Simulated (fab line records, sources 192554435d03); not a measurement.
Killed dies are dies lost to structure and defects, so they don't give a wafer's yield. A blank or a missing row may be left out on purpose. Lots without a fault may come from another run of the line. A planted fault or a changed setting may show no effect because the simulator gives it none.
A sampling plan put to the test | flow n5_finfet | one fab line, 77 faults that these records tell of, each judged on the records of the lots that it struck; 2 more are left out, because the records don't allow judging them
The plan is the line's own looks: the steps of the route at which a gauge or an inspection reads the wafer and doesn't change it. A look can be judged if struck wafers have a number there and the file gives its usual mean and standard deviation on fault-free wafers. Caught: at a look after the fault's first step, the mean of the struck wafers lies 4 or more of those standard deviations (sigma) from the usual mean. On the tool: the same test on the tool's own readings at the fault's steps. Another recipe on the struck wafers, or a record that is blank for them alone, also counts as caught.

THE FAULTS, as the simulator had put them in
1. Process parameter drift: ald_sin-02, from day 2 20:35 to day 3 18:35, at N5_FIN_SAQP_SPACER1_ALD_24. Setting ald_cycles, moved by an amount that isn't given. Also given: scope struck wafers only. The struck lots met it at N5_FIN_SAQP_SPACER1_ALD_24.
2. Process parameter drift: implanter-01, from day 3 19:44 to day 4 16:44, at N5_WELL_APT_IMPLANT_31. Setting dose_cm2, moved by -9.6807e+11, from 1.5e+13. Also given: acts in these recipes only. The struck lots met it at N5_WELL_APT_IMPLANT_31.
3. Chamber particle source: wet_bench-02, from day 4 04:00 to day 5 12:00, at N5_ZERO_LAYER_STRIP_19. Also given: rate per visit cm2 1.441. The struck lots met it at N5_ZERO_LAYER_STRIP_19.
4. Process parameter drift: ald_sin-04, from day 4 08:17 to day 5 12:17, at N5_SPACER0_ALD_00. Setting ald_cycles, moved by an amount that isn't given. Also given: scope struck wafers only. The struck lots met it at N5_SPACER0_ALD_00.
5. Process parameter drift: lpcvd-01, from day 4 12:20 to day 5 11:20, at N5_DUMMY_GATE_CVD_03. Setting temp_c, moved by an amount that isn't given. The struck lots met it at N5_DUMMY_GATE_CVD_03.
6. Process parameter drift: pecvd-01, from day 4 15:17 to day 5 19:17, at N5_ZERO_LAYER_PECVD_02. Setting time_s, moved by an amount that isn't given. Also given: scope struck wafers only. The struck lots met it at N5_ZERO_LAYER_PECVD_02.
7. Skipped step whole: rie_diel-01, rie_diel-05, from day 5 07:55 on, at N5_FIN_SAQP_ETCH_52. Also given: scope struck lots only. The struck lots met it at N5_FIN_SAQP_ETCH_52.
8. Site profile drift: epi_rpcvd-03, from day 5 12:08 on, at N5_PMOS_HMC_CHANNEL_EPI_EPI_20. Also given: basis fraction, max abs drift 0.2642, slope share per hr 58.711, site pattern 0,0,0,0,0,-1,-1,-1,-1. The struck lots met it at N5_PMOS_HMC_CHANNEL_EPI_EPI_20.
9. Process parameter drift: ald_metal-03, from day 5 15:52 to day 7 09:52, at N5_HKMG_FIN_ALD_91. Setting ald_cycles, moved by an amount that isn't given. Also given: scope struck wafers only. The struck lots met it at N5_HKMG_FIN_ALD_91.
10. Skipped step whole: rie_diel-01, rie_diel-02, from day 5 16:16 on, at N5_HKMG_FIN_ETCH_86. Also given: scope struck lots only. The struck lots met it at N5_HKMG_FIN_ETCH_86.
11. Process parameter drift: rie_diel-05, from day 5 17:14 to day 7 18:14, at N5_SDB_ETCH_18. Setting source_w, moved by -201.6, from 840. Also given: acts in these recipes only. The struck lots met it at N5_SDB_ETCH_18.
12. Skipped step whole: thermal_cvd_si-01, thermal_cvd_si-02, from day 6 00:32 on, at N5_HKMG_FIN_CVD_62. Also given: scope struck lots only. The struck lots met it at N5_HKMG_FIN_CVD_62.
13. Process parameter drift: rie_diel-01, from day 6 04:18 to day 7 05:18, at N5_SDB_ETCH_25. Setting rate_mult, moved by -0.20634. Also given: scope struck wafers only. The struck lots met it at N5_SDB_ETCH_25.
14. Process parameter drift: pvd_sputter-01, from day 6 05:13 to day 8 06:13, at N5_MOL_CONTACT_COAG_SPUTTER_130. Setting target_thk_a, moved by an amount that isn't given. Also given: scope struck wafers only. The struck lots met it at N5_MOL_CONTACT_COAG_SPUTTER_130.
15. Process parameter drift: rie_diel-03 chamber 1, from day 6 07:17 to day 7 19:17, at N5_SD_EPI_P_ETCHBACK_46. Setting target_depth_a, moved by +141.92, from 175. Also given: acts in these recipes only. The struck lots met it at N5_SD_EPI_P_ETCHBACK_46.
16. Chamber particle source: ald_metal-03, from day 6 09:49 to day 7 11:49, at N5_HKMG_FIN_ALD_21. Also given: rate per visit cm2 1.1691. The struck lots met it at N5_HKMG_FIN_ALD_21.
17. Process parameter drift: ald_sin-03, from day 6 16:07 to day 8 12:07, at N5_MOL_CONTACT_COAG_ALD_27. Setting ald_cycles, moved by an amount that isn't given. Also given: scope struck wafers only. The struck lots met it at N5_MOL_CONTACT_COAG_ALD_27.
18. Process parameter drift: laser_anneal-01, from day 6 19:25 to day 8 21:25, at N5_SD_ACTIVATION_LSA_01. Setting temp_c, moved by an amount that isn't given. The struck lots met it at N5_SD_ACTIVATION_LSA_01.
19. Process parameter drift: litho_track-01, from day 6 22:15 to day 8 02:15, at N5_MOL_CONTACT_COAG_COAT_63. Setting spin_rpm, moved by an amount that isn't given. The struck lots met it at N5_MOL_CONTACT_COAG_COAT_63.
20. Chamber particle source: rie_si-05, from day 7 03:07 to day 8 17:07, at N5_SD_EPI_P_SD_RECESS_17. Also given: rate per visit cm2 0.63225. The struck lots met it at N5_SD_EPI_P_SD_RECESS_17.
21. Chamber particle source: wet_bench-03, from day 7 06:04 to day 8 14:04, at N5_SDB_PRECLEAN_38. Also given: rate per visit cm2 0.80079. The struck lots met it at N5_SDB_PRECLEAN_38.
22. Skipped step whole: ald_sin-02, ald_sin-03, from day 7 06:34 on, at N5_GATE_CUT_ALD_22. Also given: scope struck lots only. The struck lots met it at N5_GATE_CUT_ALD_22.
23. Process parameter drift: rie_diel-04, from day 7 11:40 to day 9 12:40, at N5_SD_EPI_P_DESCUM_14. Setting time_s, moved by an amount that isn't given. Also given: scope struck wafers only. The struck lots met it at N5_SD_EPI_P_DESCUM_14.
24. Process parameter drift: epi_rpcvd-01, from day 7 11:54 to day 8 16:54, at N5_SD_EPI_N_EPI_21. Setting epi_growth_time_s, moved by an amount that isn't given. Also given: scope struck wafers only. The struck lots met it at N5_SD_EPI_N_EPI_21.
25. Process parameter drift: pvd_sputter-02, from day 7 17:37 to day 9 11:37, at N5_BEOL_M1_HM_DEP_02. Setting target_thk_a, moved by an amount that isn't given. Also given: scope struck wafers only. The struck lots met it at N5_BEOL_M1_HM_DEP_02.
26. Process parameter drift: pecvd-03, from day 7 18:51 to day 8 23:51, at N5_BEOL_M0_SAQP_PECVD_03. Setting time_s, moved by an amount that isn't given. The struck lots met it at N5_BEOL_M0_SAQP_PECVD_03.
27. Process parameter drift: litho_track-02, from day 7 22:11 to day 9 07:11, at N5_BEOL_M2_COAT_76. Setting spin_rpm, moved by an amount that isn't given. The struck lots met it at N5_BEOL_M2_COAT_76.
28. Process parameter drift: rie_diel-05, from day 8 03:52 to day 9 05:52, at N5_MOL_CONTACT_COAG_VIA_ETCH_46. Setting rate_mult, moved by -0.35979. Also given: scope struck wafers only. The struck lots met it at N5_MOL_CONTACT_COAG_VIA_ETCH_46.
29. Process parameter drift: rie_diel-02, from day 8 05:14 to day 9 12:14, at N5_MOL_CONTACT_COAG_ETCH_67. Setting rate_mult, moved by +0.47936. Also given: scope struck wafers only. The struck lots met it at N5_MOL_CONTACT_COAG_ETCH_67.
30. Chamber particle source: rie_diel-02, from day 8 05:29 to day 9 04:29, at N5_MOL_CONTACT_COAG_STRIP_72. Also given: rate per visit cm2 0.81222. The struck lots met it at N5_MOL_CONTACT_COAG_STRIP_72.
31. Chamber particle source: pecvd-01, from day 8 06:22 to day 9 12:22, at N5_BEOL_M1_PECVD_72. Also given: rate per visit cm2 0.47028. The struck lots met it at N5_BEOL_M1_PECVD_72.
32. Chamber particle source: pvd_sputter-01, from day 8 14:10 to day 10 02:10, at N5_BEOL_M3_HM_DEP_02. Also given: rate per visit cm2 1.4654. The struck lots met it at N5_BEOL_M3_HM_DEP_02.
33. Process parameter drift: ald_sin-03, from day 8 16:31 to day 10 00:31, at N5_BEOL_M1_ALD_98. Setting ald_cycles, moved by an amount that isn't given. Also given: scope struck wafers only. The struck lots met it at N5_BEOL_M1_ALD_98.
34. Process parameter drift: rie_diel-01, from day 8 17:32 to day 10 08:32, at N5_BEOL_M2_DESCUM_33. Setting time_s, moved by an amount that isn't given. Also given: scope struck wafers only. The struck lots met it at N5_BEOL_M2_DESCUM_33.
35. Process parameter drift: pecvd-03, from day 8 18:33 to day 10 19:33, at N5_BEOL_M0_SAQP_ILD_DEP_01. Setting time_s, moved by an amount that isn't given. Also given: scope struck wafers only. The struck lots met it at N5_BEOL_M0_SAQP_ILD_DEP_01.
36. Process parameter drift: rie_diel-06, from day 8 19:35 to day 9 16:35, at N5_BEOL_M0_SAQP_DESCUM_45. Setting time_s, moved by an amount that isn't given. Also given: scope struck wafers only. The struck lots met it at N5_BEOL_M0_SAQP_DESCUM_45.
37. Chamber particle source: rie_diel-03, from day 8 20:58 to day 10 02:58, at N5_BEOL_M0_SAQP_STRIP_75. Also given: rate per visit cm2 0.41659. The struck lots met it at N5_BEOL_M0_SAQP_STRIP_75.
38. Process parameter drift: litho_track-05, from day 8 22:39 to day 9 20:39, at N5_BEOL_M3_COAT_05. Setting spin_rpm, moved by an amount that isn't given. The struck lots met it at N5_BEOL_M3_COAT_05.
39. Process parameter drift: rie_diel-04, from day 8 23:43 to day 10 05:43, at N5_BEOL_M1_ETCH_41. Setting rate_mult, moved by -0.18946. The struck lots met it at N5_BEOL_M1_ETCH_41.
40. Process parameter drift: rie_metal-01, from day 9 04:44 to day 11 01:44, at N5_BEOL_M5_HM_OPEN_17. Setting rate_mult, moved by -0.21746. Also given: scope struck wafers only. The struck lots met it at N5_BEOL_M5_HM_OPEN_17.
41. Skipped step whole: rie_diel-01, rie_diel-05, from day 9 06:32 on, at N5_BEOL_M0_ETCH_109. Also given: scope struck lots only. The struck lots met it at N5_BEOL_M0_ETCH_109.
42. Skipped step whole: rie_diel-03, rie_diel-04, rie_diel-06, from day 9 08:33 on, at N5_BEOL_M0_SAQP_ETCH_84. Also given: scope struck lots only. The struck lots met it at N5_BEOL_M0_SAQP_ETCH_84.
43. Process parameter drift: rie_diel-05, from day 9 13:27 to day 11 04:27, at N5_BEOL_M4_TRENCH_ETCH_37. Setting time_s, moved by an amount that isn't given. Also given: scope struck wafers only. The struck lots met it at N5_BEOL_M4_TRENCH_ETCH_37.
44. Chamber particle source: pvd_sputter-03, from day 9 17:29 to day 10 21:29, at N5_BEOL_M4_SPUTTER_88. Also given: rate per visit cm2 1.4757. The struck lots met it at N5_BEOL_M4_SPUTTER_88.
45. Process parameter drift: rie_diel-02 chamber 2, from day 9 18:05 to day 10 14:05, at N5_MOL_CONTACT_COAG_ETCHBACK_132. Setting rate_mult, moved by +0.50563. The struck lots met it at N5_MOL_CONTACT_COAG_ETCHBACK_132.
46. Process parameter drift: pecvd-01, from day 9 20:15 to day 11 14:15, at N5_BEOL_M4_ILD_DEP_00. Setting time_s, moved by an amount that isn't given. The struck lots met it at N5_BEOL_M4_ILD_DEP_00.
47. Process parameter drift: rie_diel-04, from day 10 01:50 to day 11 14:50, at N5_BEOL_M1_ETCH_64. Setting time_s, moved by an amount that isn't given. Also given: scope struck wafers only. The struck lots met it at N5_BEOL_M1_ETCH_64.
48. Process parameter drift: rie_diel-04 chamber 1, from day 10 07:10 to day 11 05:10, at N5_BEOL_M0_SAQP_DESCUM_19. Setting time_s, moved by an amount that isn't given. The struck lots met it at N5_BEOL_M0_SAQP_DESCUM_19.
49. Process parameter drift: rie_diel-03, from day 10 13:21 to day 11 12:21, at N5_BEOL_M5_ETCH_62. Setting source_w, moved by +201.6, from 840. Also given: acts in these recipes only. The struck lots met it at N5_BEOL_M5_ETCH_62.
50. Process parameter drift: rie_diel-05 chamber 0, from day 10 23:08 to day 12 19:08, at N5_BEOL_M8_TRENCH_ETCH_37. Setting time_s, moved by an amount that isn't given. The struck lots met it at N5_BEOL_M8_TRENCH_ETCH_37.
51. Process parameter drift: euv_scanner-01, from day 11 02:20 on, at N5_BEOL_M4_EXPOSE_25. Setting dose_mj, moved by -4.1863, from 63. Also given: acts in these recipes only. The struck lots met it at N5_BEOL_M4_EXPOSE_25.
52. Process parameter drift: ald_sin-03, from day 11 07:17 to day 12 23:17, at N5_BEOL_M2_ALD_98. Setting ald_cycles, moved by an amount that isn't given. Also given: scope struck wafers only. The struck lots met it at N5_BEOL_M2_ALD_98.
53. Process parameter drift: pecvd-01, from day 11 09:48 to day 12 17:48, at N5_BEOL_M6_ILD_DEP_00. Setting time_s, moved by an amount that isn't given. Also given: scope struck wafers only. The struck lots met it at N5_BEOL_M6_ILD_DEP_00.
54. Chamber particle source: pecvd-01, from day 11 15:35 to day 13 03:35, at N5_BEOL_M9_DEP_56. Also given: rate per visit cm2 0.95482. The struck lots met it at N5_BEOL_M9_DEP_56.
55. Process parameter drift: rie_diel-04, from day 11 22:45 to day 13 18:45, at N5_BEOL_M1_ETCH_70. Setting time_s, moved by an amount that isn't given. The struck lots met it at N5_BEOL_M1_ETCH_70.
56. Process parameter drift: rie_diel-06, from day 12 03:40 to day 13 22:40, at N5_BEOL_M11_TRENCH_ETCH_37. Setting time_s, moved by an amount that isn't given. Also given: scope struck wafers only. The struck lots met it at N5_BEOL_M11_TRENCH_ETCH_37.
57. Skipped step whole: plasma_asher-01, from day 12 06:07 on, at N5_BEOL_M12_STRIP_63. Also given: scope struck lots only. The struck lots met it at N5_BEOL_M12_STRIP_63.
58. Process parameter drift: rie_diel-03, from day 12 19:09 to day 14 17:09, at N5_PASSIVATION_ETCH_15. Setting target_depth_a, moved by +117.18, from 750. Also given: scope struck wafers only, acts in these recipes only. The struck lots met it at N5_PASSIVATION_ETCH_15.
59. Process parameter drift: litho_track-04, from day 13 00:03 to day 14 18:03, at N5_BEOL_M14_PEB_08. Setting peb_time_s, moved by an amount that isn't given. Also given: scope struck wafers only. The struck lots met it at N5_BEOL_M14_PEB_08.
60. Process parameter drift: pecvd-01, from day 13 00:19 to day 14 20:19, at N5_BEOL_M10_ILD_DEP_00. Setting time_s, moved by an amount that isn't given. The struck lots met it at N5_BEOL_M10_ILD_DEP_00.
61. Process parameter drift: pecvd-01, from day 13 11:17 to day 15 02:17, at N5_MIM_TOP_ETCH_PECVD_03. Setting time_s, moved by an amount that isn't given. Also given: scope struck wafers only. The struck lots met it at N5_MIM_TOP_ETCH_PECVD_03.
62. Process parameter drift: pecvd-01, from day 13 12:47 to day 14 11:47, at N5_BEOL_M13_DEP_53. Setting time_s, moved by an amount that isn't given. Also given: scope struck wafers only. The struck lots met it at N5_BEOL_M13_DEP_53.
63. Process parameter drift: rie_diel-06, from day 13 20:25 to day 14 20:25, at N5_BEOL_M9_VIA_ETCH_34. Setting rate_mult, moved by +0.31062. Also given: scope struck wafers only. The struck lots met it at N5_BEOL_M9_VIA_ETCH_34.
64. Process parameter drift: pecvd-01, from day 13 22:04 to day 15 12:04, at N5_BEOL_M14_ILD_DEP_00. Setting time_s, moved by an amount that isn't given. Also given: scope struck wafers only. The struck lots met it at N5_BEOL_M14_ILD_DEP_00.
65. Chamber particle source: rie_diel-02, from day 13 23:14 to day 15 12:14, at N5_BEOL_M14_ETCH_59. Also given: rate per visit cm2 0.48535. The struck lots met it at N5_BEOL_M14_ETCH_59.
66. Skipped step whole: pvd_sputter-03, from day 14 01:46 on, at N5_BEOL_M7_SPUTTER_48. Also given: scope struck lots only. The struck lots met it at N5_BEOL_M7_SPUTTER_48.
67. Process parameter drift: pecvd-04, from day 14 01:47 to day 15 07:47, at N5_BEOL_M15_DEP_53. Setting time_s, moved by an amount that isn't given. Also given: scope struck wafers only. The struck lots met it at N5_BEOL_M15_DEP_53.
68. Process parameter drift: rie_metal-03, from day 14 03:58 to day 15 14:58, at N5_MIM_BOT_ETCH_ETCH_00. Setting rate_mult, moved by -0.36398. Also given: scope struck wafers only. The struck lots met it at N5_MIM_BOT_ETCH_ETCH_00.
69. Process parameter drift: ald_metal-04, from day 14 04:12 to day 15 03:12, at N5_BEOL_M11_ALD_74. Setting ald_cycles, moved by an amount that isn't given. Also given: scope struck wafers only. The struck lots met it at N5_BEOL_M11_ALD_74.
70. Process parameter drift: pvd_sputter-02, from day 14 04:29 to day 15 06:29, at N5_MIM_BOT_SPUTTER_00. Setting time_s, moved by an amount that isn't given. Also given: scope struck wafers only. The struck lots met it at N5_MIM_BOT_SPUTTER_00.
71. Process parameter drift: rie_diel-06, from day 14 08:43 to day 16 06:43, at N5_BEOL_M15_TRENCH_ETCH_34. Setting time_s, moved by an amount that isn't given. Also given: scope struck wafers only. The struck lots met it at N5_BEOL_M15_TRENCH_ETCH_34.
72. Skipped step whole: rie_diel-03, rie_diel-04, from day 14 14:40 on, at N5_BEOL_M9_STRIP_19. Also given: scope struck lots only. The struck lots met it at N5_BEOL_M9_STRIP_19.
73. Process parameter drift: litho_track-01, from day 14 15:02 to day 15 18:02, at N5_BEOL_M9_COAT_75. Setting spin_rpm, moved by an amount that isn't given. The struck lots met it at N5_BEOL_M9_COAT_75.
74. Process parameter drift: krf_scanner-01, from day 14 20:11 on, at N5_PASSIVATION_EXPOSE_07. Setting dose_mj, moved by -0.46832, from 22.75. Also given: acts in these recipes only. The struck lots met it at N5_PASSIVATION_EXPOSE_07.
75. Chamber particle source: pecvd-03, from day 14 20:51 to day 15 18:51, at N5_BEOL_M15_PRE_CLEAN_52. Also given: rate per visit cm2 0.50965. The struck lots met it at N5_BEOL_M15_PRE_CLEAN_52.
76. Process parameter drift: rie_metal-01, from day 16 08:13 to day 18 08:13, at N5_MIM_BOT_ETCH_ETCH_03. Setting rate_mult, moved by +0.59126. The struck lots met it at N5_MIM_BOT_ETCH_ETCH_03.
77. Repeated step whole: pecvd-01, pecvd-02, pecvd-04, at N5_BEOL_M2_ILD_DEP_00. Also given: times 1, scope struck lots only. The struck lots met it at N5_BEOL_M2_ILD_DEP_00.

WHAT THE PLAN SAW
fault | on the tool itself                               | first look that catches it                      | reading, sigma                                             | median hours from its first step to that look | hours from the fault's start to the first struck lot there | judged looks passed uncaught
1     | under 2 sigma                                    | N5_FIN_SAQP_CD_MEAS_27                          | cd_nm +54                                                  | 1.0                                           | 4                                                          | 0
2     | dose_ions_cm2 -53 sigma                          | N5_BEOL_M4_RC_MEAS_101                          | RS_PWELL +6.2                                              | 165.0                                         | 173                                                        | 0
3     | no reading that can be judged                    | N5_ZERO_LAYER_INSPECT_20                        | raw_defect_count +63                                       | 0.3                                           | 3                                                          | 0
4     | under 2 sigma                                    | not the one look that can be judged after it    | -                                                          | -                                             | -                                                          | 1
5     | susceptor_temp_C -97 sigma                       | no look after it can be judged                  | -                                                          | -                                             | -                                                          | 0
6     | under 2 sigma                                    | not the one look that can be judged after it    | -                                                          | -                                             | -                                                          | 1
7     | the tool's record is blank for the struck wafers | no look after it can be judged                  | -                                                          | -                                             | -                                                          | 0
8     | no reading that can be judged                    | N5_PMOS_HMC_CHANNEL_EPI_THK_MEAS_22             | HMC_CMP_THK -14                                            | 1.6                                           | 7                                                          | 0
9     | under 2 sigma                                    | N5_BEOL_M4_RC_MEAS_101                          | VT_N +4.7                                                  | 90.1                                          | 96                                                         | 0
10    | the tool's record is blank for the struck wafers | no look after it can be judged                  | -                                                          | -                                             | -                                                          | 0
11    | rf_fwd_power_W -74 sigma                         | not the one look that can be judged after it    | -                                                          | -                                             | -                                                          | 1
12    | the tool's record is blank for the struck wafers | N5_BEOL_M4_RC_MEAS_101                          | EOT_N +16                                                  | 104.7                                         | 94                                                         | 0
13    | under 2 sigma                                    | not the one look that can be judged after it    | -                                                          | -                                             | -                                                          | 1
14    | under 2 sigma                                    | not the one look that can be judged after it    | -                                                          | -                                             | -                                                          | 1
15    | only faintly: oes_product_au -2.5 sigma          | N5_BEOL_M4_RC_MEAS_101                          | IOFF_P +4.1                                                | 112.8                                         | 119                                                        | 0
16    | under 2 sigma                                    | not the one look that can be judged after it    | -                                                          | -                                             | -                                                          | 1
17    | run_length_s -99 or beyond sigma                 | not the one look that can be judged after it    | -                                                          | -                                             | -                                                          | 1
18    | wafer_temp_C_max +13 sigma                       | N5_SD_ACTIVATION_RS_MEAS_03                     | RS_SD_N -11                                                | 0.2                                           | 2                                                          | 0
19    | spin_speed_rpm +46 sigma                         | not the one look that can be judged after it    | -                                                          | -                                             | -                                                          | 1
20    | under 2 sigma                                    | N5_SD_EPI_P_INSPECT_26                          | raw_defect_count +11                                       | 4.2                                           | 14                                                         | 0
21    | no reading that can be judged                    | not the one look that can be judged after it    | -                                                          | -                                             | -                                                          | 1
22    | the tool's record is blank for the struck wafers | N5_GATE_CUT_THK_MEAS_24                         | GC_FILL_THK -46                                            | 1.8                                           | 4                                                          | 0
23    | under 2 sigma                                    | not the one look that can be judged after it    | -                                                          | -                                             | -                                                          | 1
24    | no reading that can be judged                    | N5_SD_EPI_N_EPI_MEAS_23                         | thk_nm -10                                                 | 1.7                                           | 5                                                          | 0
25    | under 2 sigma                                    | N5_BEOL_M1_OCD_MEAS_38                          | trench_depth_nm -12                                        | 7.4                                           | 14                                                         | 0
26    | under 2 sigma                                    | not the one look that can be judged after it    | -                                                          | -                                             | -                                                          | 1
27    | spin_speed_rpm -35 sigma                         | not the one look that can be judged after it    | -                                                          | -                                             | -                                                          | 1
28    | only faintly: oes_product_au -2.5 sigma          | no look after it can be judged                  | -                                                          | -                                             | -                                                          | 0
29    | under 2 sigma                                    | none of the 2 looks that can be judged after it | strongest: cd_nm at N5_MOL_CONTACT_COAG_CD_MEAS_101, +3.6  | -                                             | -                                                          | 2
30    | under 2 sigma                                    | no look after it can be judged                  | -                                                          | -                                             | -                                                          | 0
31    | under 2 sigma                                    | none of the 3 looks that can be judged after it | strongest: raw_defect_count at N5_BEOL_M1_INSPECT_30, +3.7 | -                                             | -                                                          | 3
32    | under 2 sigma                                    | N5_BEOL_M3_INSPECT_13                           | raw_defect_count +11                                       | 0.6                                           | 3                                                          | 0
33    | under 2 sigma                                    | N5_BEOL_M4_RC_MEAS_101                          | CHAIN_V0 +7.5                                              | 49.9                                          | 47                                                         | 0
34    | under 2 sigma                                    | not the one look that can be judged after it    | -                                                          | -                                             | -                                                          | 1
35    | under 2 sigma                                    | not the one look that can be judged after it    | -                                                          | -                                             | -                                                          | 1
36    | under 2 sigma                                    | not the one look that can be judged after it    | strongest: ION_P at N5_BEOL_M4_RC_MEAS_101, +3.0           | -                                             | -                                                          | 1
37    | under 2 sigma                                    | N5_BEOL_M0_CUTY_INSPECT_59                      | raw_defect_count +99 or beyond                             | 0.4                                           | 6                                                          | 0
38    | spin_speed_rpm -55 sigma                         | not the one look that can be judged after it    | -                                                          | -                                             | -                                                          | 1
39    | under 2 sigma                                    | not the one look that can be judged after it    | -                                                          | -                                             | -                                                          | 1
40    | under 2 sigma                                    | no look after it can be judged                  | -                                                          | -                                             | -                                                          | 0
41    | the tool's record is blank for the struck wafers | not the one look that can be judged after it    | strongest: M0_RS at N5_BEOL_M0_RS_MEAS_126, +3.4           | -                                             | -                                                          | 1
42    | the tool's record is blank for the struck wafers | no look after it can be judged                  | -                                                          | -                                             | -                                                          | 0
43    | run_length_s +6.3 sigma                          | none of the 2 looks that can be judged after it | strongest: trench_depth_nm at N5_BEOL_M4_OCD_MEAS_38, +3.5 | -                                             | -                                                          | 2
44    | under 2 sigma                                    | no look after it can be judged                  | -                                                          | -                                             | -                                                          | 0
45    | only faintly: oes_product_au +3.2 sigma          | not the one look that can be judged after it    | -                                                          | -                                             | -                                                          | 1
46    | under 2 sigma                                    | N5_BEOL_M4_THK_MEAS_01                          | M4_ILD_THK -25                                             | 0.1                                           | 15                                                         | 0
47    | under 2 sigma                                    | not the one look that can be judged after it    | -                                                          | -                                             | -                                                          | 1
48    | under 2 sigma                                    | not the one look that can be judged after it    | strongest: IOFF_P at N5_BEOL_M4_RC_MEAS_101, -2.0          | -                                             | -                                                          | 1
49    | rf_fwd_power_W +69 sigma                         | no look after it can be judged                  | -                                                          | -                                             | -                                                          | 0
50    | run_length_s +25 sigma                           | N5_BEOL_M8_OCD_MEAS_38                          | trench_depth_nm +18                                        | 0.2                                           | 8                                                          | 0
51    | exposure_dose_mJ_cm2 -50 sigma                   | N5_BEOL_M4_CD_MEAS_28                           | cd_nm -4.4                                                 | 0.1                                           | 7                                                          | 0
52    | under 2 sigma                                    | not the one look that can be judged after it    | -                                                          | -                                             | -                                                          | 1
53    | under 2 sigma                                    | N5_BEOL_M6_THK_MEAS_01                          | M6_ILD_THK -16                                             | 0.6                                           | 6                                                          | 0
54    | under 2 sigma                                    | N5_BEOL_M9_INSPECT_58                           | raw_defect_count +27                                       | 0.1                                           | 1                                                          | 0
55    | run_length_s +14 sigma                           | no look after it can be judged                  | -                                                          | -                                             | -                                                          | 0
56    | run_length_s +23 sigma                           | N5_BEOL_M11_OCD_MEAS_38                         | trench_depth_nm +20                                        | 0.2                                           | 3                                                          | 0
57    | the tool's record is blank for the struck wafers | none of the 2 looks that can be judged after it | -                                                          | -                                             | -                                                          | 2
58    | under 2 sigma                                    | no look after it can be judged                  | -                                                          | -                                             | -                                                          | 0
59    | heater_power_total_W +56 sigma                   | N5_BEOL_M14_CD_MEAS_10                          | cd_nm -15                                                  | 0.1                                           | 8                                                          | 0
60    | run_length_s +5.0 sigma                          | not the one look that can be judged after it    | strongest: M10_ILD_THK at N5_BEOL_M10_THK_MEAS_01, +3.0    | -                                             | -                                                          | 1
61    | under 2 sigma                                    | none of the 3 looks that can be judged after it | -                                                          | -                                             | -                                                          | 3
62    | under 2 sigma                                    | not the one look that can be judged after it    | -                                                          | -                                             | -                                                          | 1
63    | only faintly: oes_product_au +3.0 sigma          | no look after it can be judged                  | -                                                          | -                                             | -                                                          | 0
64    | run_length_s +99 or beyond sigma                 | N5_BEOL_M14_THK_MEAS_01                         | M14_ILD_THK +30                                            | 0.2                                           | 4                                                          | 0
65    | under 2 sigma                                    | N5_BEOL_M14_INSPECT_30                          | raw_defect_count +99 or beyond                             | 0.8                                           | 5                                                          | 0
66    | the tool's record is blank for the struck wafers | not the one look that can be judged after it    | -                                                          | -                                             | -                                                          | 1
67    | under 2 sigma                                    | not the one look that can be judged after it    | -                                                          | -                                             | -                                                          | 1
68    | only faintly: oes_product_au -3.6 sigma          | no look after it can be judged                  | -                                                          | -                                             | -                                                          | 0
69    | under 2 sigma                                    | N5_BEOL_M15_RC_MEAS_101                         | COMB_M11 +99 or beyond                                     | 27.6                                          | 36                                                         | 0
70    | under 2 sigma                                    | no look after it can be judged                  | -                                                          | -                                             | -                                                          | 0
71    | under 2 sigma                                    | N5_BEOL_M15_THK_MEAS_50                         | M15_THK -23                                                | 5.5                                           | 10                                                         | 0
72    | the tool's record is blank for the struck wafers | no look after it can be judged                  | -                                                          | -                                             | -                                                          | 0
73    | spin_speed_rpm -66 sigma                         | no look after it can be judged                  | -                                                          | -                                             | -                                                          | 0
74    | exposure_dose_mJ_cm2 -23 sigma                   | not the one look that can be judged after it    | strongest: cd_nm at N5_PASSIVATION_CD_MEAS_10, -3.6        | -                                             | -                                                          | 1
75    | under 2 sigma                                    | N5_BEOL_M15_INSPECT_55                          | raw_defect_count +14                                       | 0.1                                           | 2                                                          | 0
76    | oes_product_au +4.5 sigma                        | no look after it can be judged                  | -                                                          | -                                             | -                                                          | 0
77    | under 2 sigma                                    | N5_BEOL_M2_THK_MEAS_01                          | M2_ILD_THK +86                                             | 0.3                                           | -                                                          | 0
A dash: the fault isn't caught, or these records don't give the number.

Caught at a look: 28 of 77. Caught on the tool: 29 of 77. By one or the other: 48 of 77.
Caught on the tool alone: faults 5, 7, 10, 11, 17, 19, 27, 38, 41, 42, 43, 49, 55, 57, 60, 66, 72, 73, 74, 76.
Caught at a look alone: faults 1, 3, 8, 9, 15, 20, 24, 25, 32, 33, 37, 46, 53, 54, 65, 69, 71, 75, 77.
Caught by neither: faults 4, 6, 13, 14, 16, 21, 23, 26, 28, 29, 30, 31, 34, 35, 36, 39, 40, 44, 45, 47, 48, 52, 58, 61, 62, 63, 67, 68, 70.

THINNER SAMPLING
If the look that catches a fault measured only every second or every third lot, by lot number, the first struck lot would be measured this late in the worst case:
fault | struck lots at that look, in order of time | every lot | every second lot | every third lot
1     | L659, L661                                 | 4 h       | may miss all 2   | may miss all 2
2     | L932, L935                                 | 173 h     | 181 h            | may miss all 2
3     | L599, L601, L603                           | 3 h       | may miss all 3   | 27 h
8     | L966, L969                                 | 7 h       | 26 h             | may miss all 2
9     | L988, L989, L993                           | 96 h      | 102 h            | 120 h
12    | L280, L282, L281                           | 94 h      | 120 h            | 120 h
15    | L820, L819                                 | 119 h     | 121 h            | may miss all 2
18    | L658, L660                                 | 2 h       | may miss all 2   | may miss all 2
20    | L364, L365                                 | 14 h      | 19 h             | may miss all 2
22    | L608, L609, L610                           | 4 h       | 14 h             | 18 h
24    | L250, L251                                 | 5 h       | 9 h              | may miss all 2
25    | L714, L718, L719                           | 14 h      | 46 h             | 46 h
32    | L831, L836                                 | 3 h       | 31 h             | may miss all 2
33    | L494, L497                                 | 47 h      | 74 h             | may miss all 2
37    | L675, L679                                 | 6 h       | may miss all 2   | may miss all 2
46    | L132, L135                                 | 15 h      | 22 h             | may miss all 2
50    | L321, L322                                 | 8 h       | 17 h             | may miss all 2
51    | L127, L129, L128                           | 7 h       | 27 h             | 27 h
53    | L484, L488                                 | 6 h       | may miss all 2   | may miss all 2
54    | L512, L515                                 | 1 h       | 3 h              | may miss all 2
56    | L663, L664, L665                           | 3 h       | 14 h             | 30 h
59    | L268, L270                                 | 8 h       | may miss all 2   | may miss all 2
64    | L427, L431, L430                           | 4 h       | 19 h             | may miss all 3
65    | L984, L987, L992                           | 5 h       | 20 h             | may miss all 3
69    | L117, L118                                 | 36 h      | 42 h             | may miss all 2
71    | L652, L657                                 | 10 h      | 39 h             | may miss all 2
75    | L846, L849                                 | 2 h       | 19 h             | may miss all 2
Hours are from the fault's start to the first struck lot that is measured. The limit of 4 sigma was tested on all struck wafers together, so one lot alone may lie under it. Other struck lots may not be in these records.

THE LONGEST TIMED WAY FROM STEP TO LOOK
Fault 2: a median of 165.0 hours passes between N5_WELL_APT_IMPLANT_31 and N5_BEOL_M4_RC_MEAS_101. No look between them can be judged.
